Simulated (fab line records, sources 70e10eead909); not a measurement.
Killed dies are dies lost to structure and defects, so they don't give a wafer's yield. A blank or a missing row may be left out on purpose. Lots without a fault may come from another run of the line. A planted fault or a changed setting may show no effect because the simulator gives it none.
Problem report in the 8D (eight disciplines) form, filled by code | flow nand_harc | the parts of the form that need people (team, actions taken, sign-off) are left out

1. THE PROBLEM
cd_nm at NHARC_P_M0_CD_MEAS_09 reads a mean of 85.1 nm on 6 wafers of 2 lots; wafers without a fault read 90.0 nm with a standard deviation of 0.67. That is -7.3 standard deviations from the usual mean.
The step: target cd 90 nm.
First seen on wafer L699.2, day 10 11:49, on cd_sem-03. The record holds 33 wafers of 11 lots with a number at this step. Rule for "out", or "out of limits": more than 4 standard deviations from the usual mean. The other wafers with a number count as sound.

2. WHAT IT IS AND WHAT IT IS NOT
question                    | is                     | is not
which readings at this step | cd_nm                  | -
which lots                  | L699, L700             | L679, L680, L682, L683, L684, L686, L693, L701, L702
which wafers of those lots  | all that have a number | -
read on which gauges        | cd_sem-02, cd_sem-03   | cd_sem-01
when                        | from day 10 11:49      | up to then (21 sound wafers); but 6 sound wafers of L701, L702 came after

3. SUSPECTS, AND WHAT RULES EACH OUT
Counting: a tool at a process step up to the reading stays a suspect if it ran every lot that is out and no sound lot after the first of them.
- the gauge at NHARC_P_M0_CD_MEAS_09: ruled out. The wafers that are out were read on 2 gauges (cd_sem-02, cd_sem-03).
- cmp-01 at NHARC_P_CONTACT_CMP_01 (polishes SiO2, target thk 200 nm): ruled out as a lasting fault. Sound lots L702 ran on it after its first lot that is out, L699 (day 10 06:46).
- litho_track-01 at NHARC_P_M0_PEB_07 (peb time 65 s): kept. It ran every lot that is out, first L699 (day 10 11:44), and no sound lot after that; its last sound lot up to then is L693 (day 9 08:10). Its own readings are out on those wafers: heater_power_total_W.
Left after counting: litho_track-01 at NHARC_P_M0_PEB_07.

4. THE CAUSE (what the simulator had put in)
Process parameter drift: litho_track-01, from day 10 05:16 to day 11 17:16, at NHARC_P_M0_PEB_07. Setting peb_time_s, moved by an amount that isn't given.
Counting left only this tool.

5. THE CHAIN OF EFFECTS, in route order
Each row: a reading whose mean over the struck wafers that have a number lies more than 3 standard deviations from the usual. Only readings for which the record gives a usual standard deviation are gone through. hours: the time from each lot's start at the first step in this table that gives one to its start at this step, as a median over the lots. sigmas: the change in usual standard deviations.
hours | step                  | reading              | usual   | on struck wafers | change | sigmas
0     | NHARC_P_M0_PEB_07     | heater_power_total_W | 156.6 W | 168.7            | +12.1  | +28
0     | NHARC_P_M0_CD_MEAS_09 | cd_nm                | 90.0 nm | 85.1             | -4.9   | -7.3
The process steps in it:
- NHARC_P_M0_PEB_07: peb time 65 s.
Readings that are blank on the struck wafers while sound wafers have them: plate_temp_C at NHARC_P_M0_PEB_07.
Later measuring or inspecting steps at which every struck wafer that the step has a row for has a number for every such reading, and none has moved that far: NHARC_END_SORT_01.

6. WHAT WOULD HAVE CAUGHT IT SOONER
In this record the first reading out of limits at a measuring or inspecting step was taken at day 10 11:49, 7 hours after the fault began at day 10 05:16.
The tool's own readings at NHARC_P_M0_PEB_07 were out on every struck wafer that the step has a row for (heater_power_total_W): an alarm limit on them would have fired on the first of those.
Of the lots that are out (2), L700 began NHARC_P_M0_PEB_07 on litho_track-01 after day 10 11:49. A hold on the tool at that time would have spared it.
